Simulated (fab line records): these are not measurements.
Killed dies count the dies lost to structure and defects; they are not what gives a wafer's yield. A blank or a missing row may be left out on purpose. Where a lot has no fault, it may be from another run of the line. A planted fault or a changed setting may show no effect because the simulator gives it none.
Which tool is to blame? ; flow nandHarc ; 14 lots with 42 wafers sampled at 4 steps, on a route of 1302 steps

== WHAT THE GAUGES READ, wafer by wafer ==
The record holds no reading of a measuring or inspecting step that can be judged against a usual standard deviation.

== TOOL THAT RAN EACH LOT (tool first, then ch and the chambers of the sampled wafers, then the start) ==
lot;NHARC_A_STAIRCASE_ETCH_15;NHARC_A_STAIRCASE_TRIM_16;NHARC_A_STAIRCASE_TRIM_22;NHARC_A_STAIRCASE_TRIM_24
L616;rieDiel-07 ch 0,2, day 16 08:13 or earlier;rieDiel-07 ch 0,1,3, day 16 08:13 or earlier;rieDiel-07 ch 0,2,3, day 16 08:13;rieDiel-07 ch 0,2,3, no start
L618;rieDiel-06 ch 1,2,3, day 16 11:05 or earlier;rieDiel-06 ch 1,2, day 16 11:05 or earlier;rieDiel-07 ch 2,3, day 16 11:05;rieDiel-07 ch 0,2,3, no start
L622;rieDiel-11 ch 0,1, day 18 21:13 or earlier;rieDiel-11 ch 1,2,3, day 18 21:13 or earlier;rieDiel-07 ch 1,2,3, day 18 21:13;rieDiel-07 ch 1,3, no start
L621;rieDiel-06 ch 1,2,3, day 19 02:08 or earlier;rieDiel-06 ch 1,2, day 19 02:08 or earlier;rieDiel-07 ch 0,1,3, day 19 02:08;rieDiel-07 ch 0,1,2, no start
L623;rieDiel-11 ch 0,1,3, day 19 14:32 or earlier;rieDiel-11 ch 0,1, day 19 14:32 or earlier;rieDiel-11 ch 1,3, day 19 14:32;rieDiel-11 ch 0,1,3, no start
L625;rieDiel-06 ch 1,3, day 19 23:00 or earlier;rieDiel-06 ch 0,1,2, day 19 23:00 or earlier;rieDiel-07 ch 0,1,2, day 19 23:00;rieDiel-07 ch 1,2, no start
L629;rieDiel-07 ch 0,3, day 21 08:42 or earlier;rieDiel-07 ch 0,2, day 21 08:42 or earlier;rieDiel-11 ch 0,3, day 21 08:42;rieDiel-11 ch 1,2,3, no start
L631;rieDiel-07 ch 0,2,3, day 22 08:25 or earlier;rieDiel-07 ch 0,2,3, day 22 08:25 or earlier;rieDiel-06 ch 0,2,3, day 22 08:25;rieDiel-06 ch 0,1,3, no start
L634;rieDiel-11 ch 1,3, day 23 04:01 or earlier;rieDiel-11 ch 0,3, day 23 04:01 or earlier;rieDiel-06 ch 0,1,3, day 23 04:01;rieDiel-06 ch 0,1,2, no start
L633;rieDiel-07 ch 1,2,3, day 23 04:37 or earlier;rieDiel-07 ch 1,2,3, day 23 04:37 or earlier;rieDiel-07 ch 0,1,2, day 23 04:37;rieDiel-07 ch 0,1,3, no start
L632;rieDiel-11 ch 0,3, day 23 04:43 or earlier;rieDiel-11 ch 0,2,3, day 23 04:43 or earlier;rieDiel-06 ch 0,1,3, day 23 04:43;rieDiel-06 ch 2,3, no start
L635;rieDiel-07 ch 1,2,3, day 23 20:18 or earlier;rieDiel-07 ch 0,1,3, day 23 20:18 or earlier;rieDiel-06 ch 2,3, day 23 20:18;rieDiel-06 ch 1,2,3, no start
L637;rieDiel-07 ch 1,2,3, day 24 21:07 or earlier;rieDiel-07 ch 0,2,3, day 24 21:07 or earlier;rieDiel-07 ch 1,2,3, day 24 21:07;rieDiel-07 ch 0,1, no start
L638;rieDiel-06 ch 0,1,2, day 25 06:25 or earlier;rieDiel-06 ch 0,1,2, day 25 06:25 or earlier;rieDiel-07 ch 0,1,3, day 25 06:25;rieDiel-07 ch 0,2,3, no start
- NHARC_A_STAIRCASE_ETCH_15: etches the open film in C4F8/O2, target depth 100 nm, time 40.5 s.
- NHARC_A_STAIRCASE_TRIM_16: chemistry O2, time 211.2 s.
- NHARC_A_STAIRCASE_TRIM_22: chemistry O2, time 211.2 s.
- NHARC_A_STAIRCASE_TRIM_24: chemistry O2, time 211.2 s.

== AS READ BY THE TOOLS THEMSELVES (means over the sampled wafers that have a number; for cases with no such wafer, the mark the record gives instead) ==
NHARC_A_STAIRCASE_ETCH_15.
lot;tool;oesProductAu (a.u.);rfVppV (V)
L616;rieDiel-07;0.928;894
L618;rieDiel-06;0.934;895
L622;rieDiel-11;0.945;897
L621;rieDiel-06;0.943;895
L623;rieDiel-11;0.931;901
L625;rieDiel-06;0.932;895
L629;rieDiel-07;0.930;892
L631;rieDiel-07;0.941;895
L634;rieDiel-11;0.956;898
L633;rieDiel-07;0.939;893
L632;rieDiel-11;0.925;899
L635;rieDiel-07;0.952;894
L637;rieDiel-07;0.949;894
L638;rieDiel-06;0.938;894

NHARC_A_STAIRCASE_TRIM_16.
lot;tool;drypumpMotorCurrentA (A);oesProductAu (a.u.);rfVppV (V);runLengthS (s);showerheadPlenumPTorr (Torr);throttleValvePct (%)
L616;rieDiel-07;6.2;1.005;57.5;232.4;3.38;17.035
L618;rieDiel-06;5.8;0.998;58.3;232.4;3.50;17.035
L622;rieDiel-11;5.8;1.002;57.4;232.3;3.50;17.034
L621;rieDiel-06;5.4;0.993;57.9;233.0;3.50;17.047
L623;rieDiel-11;6.2;0.995;58.5;232.5;3.78;17.033
L625;rieDiel-06;5.7;0.997;57.0;232.4;3.51;17.049
L629;rieDiel-07;5.9;1.005;58.5;232.7;3.59;17.031
L631;rieDiel-07;5.8;0.999;56.6;232.7;3.49;17.036
L634;rieDiel-11;6.0;0.998;57.9;232.2;3.53;17.039
L633;rieDiel-07;6.0;1.003;58.0;232.5;3.47;17.039
L632;rieDiel-11;5.9;1.004;57.2;232.5;3.64;17.045
L635;rieDiel-07;6.2;1.002;57.6;232.6;3.35;17.034
L637;rieDiel-07;5.8;1.005;58.1;232.3;3.48;17.040
L638;rieDiel-06;5.8;0.990;57.9;232.9;3.49;17.046

NHARC_A_STAIRCASE_TRIM_22.
lot;tool;drypumpMotorCurrentA (A);oesProductAu (a.u.);rfVppV (V);runLengthS (s);showerheadPlenumPTorr (Torr);throttleValvePct (%)
L616;rieDiel-07;5.9;1.001;57.0;232.4;3.52;17.041
L618;rieDiel-07;5.6;1.001;57.1;232.4;3.54;17.040
L622;rieDiel-07;6.0;1.006;58.2;232.4;3.49;17.027
L621;rieDiel-07;6.2;0.996;56.1;252.7;3.37;17.039
L623;rieDiel-11;6.0;1.009;57.8;232.0;3.69;17.043
L625;rieDiel-07;6.2;0.995;58.4;252.9;3.46;17.029
L629;rieDiel-11;6.0;1.000;58.3;232.4;3.53;17.029
L631;rieDiel-06;5.7;0.994;57.4;232.6;3.52;17.031
L634;rieDiel-06;6.1;0.989;56.4;232.3;3.50;17.044
L633;rieDiel-07;6.2;1.006;58.0;232.6;3.45;17.045
L632;rieDiel-06;6.1;0.990;57.5;232.5;3.50;17.041
L635;rieDiel-06;5.7;0.996;57.9;233.0;3.49;17.028
L637;rieDiel-07;6.0;1.003;57.6;232.4;3.47;17.028
L638;rieDiel-07;6.2;0.997;57.0;232.5;3.34;17.041

NHARC_A_STAIRCASE_TRIM_24.
lot;tool;drypumpMotorCurrentA (A);oesProductAu (a.u.);rfVppV (V);runLengthS (s);showerheadPlenumPTorr (Torr);throttleValvePct (%)
L616;rieDiel-07;5.9;1.006;58.3;232.5;3.52;17.031
L618;rieDiel-07;5.8;1.000;57.4;232.2;3.52;17.034
L622;rieDiel-07;6.0;1.002;57.5;232.4;3.40;17.039
L621;rieDiel-07;6.2;0.999;58.0;232.7;3.47;17.032
L623;rieDiel-11;6.1;0.995;59.1;232.4;3.66;17.034
L625;rieDiel-07;6.0;1.002;57.1;232.7;3.58;17.028
L629;rieDiel-11;5.8;1.006;57.6;232.6;3.67;17.035
L631;rieDiel-06;6.1;0.998;57.1;232.6;3.50;17.030
L634;rieDiel-06;5.8;0.989;58.1;232.4;3.50;17.034
L633;rieDiel-07;6.2;1.005;56.4;232.5;3.35;17.044
L632;rieDiel-06;5.7;0.993;57.4;232.7;3.49;17.039
L635;rieDiel-06;5.7;0.996;57.2;232.8;3.48;17.035
L637;rieDiel-07;6.5;1.009;57.3;232.6;3.30;17.034
L638;rieDiel-07;5.9;1.001;57.3;232.7;3.48;17.035

== THE ANSWER, worked out from the rows above alone ==
Rule: usual is defined by the lots themselves. Put in order of their means at a reading, lots are off if they are a third of the lots or fewer, leave a main group of 4 or more, and stand apart from it by a gap of 3 or more times the standard deviation of the main group's means; of several such gaps the widest counts. If all means in a main group match to the digits the tables above print for the reading, that group is not used. Also off: a lot with no number at a reading for which 4 or more lots have one. The other lots that the step has rows for count as sound. After the gauges, taken in route order, come the tools' own readings; for these a lot's mean is taken, as printed above. At the first step where some lot is off, the reading lying furthest off is the one used; lots without a number count as furthest.
Off: L621, L625 (NHARC_A_STAIRCASE_TRIM_22, runLengthS). For the main group the mean is 232.5 s and the standard deviation 0.22.
A tool fits if, at that step or a process step before it, it ran every lot that is off, and no sound lot after the first of them. NHARC_A_STAIRCASE_ETCH_15: start missing for some lots; hours and lot order therefore follow NHARC_A_STAIRCASE_TRIM_22. NHARC_A_STAIRCASE_TRIM_16: start missing for some lots; hours and lot order therefore follow NHARC_A_STAIRCASE_TRIM_22. Not one of the candidates tried fits.

== WHAT WAS PUT IN BY THE SIMULATOR ==
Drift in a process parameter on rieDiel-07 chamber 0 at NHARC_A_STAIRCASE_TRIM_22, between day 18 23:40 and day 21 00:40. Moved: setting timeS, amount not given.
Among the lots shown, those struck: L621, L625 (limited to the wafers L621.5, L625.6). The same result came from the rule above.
